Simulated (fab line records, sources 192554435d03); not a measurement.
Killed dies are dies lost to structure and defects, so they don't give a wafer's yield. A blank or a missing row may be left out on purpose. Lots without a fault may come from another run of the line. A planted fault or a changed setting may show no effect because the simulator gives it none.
Chamber matching | flow n5_finfet | N5_GATE_CUT_SAC_CAP_01 on ald_sin-03: 4 sister chambers
The step material SiNx, target thk 24 nm, pulse time 1 s, ald cycles 480. 8 wafers are shown with their chamber, then 12 later ones without.

WAFERS WITH THEIR CHAMBER
wafer  | chamber | heater_power_w (W) | precursor_pulse_height_rel
L082.6 | 1       | 836                | 0.980
L086.2 | 2       | 873                | 1.066
L086.6 | 3       | 852                | 1.020
L088.1 | 2       | 896                | 1.007
L088.5 | 3       | 870                | 0.977
L091.2 | 0       | 938                | 1.002
L091.4 | 1       | 817                | 1.003
L091.5 | 0       | 947                | 1.024

WAFERS WITHOUT THEIR CHAMBER
wafer  | heater_power_w (W) | precursor_pulse_height_rel
L096.1 | 855                | 1.019
L096.2 | 831                | 0.981
L096.3 | 944                | 1.024
L096.4 | 904                | 1.017
L096.5 | 910                | 0.972
L096.6 | 848                | 1.015
L097.1 | 841                | 0.991
L097.2 | 934                | 0.989
L097.3 | 818                | 1.029
L097.4 | 881                | 1.050
L097.5 | 910                | 0.997
L097.6 | 820                | 1.001

WHICH CHAMBER EACH WENT THROUGH
wafer  | from the rows above          | in truth
L096.1 | can't be placed: 3 or 2 or 1 | 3
L096.2 | can't be placed: 1 or 3      | 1
L096.3 | 0                            | 0
L096.4 | can't be placed: 2 or 0 or 3 | 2
L096.5 | can't be placed: 0 or 2 or 3 | 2
L096.6 | can't be placed: 3 or 1 or 2 | 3
L097.1 | can't be placed: 1 or 3      | 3
L097.2 | 0                            | 0
L097.3 | 1                            | 1
L097.4 | can't be placed: 2 or 3      | 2
L097.5 | can't be placed: 2 or 0 or 3 | 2
L097.6 | 1                            | 1
Placed correctly: 4 of 12. Can't be placed from these rows: 8 (the true chamber is among the candidates in 8). Placed wrongly: 0.
How it was worked out, from the rows above alone: a wafer's distance from a chamber is the root of the sum, over the readings, of the square of ((its reading less the chamber's mean) divided by the reading's scatter). The wafer belongs to the nearest chamber; if the next one is less than 2 further off, it can't be placed. A chamber's mean is the mean of its shown wafers. The scatter: the root of (the sum of the squares of (reading less its chamber's mean) over the shown wafers, divided by (wafers less chambers)).
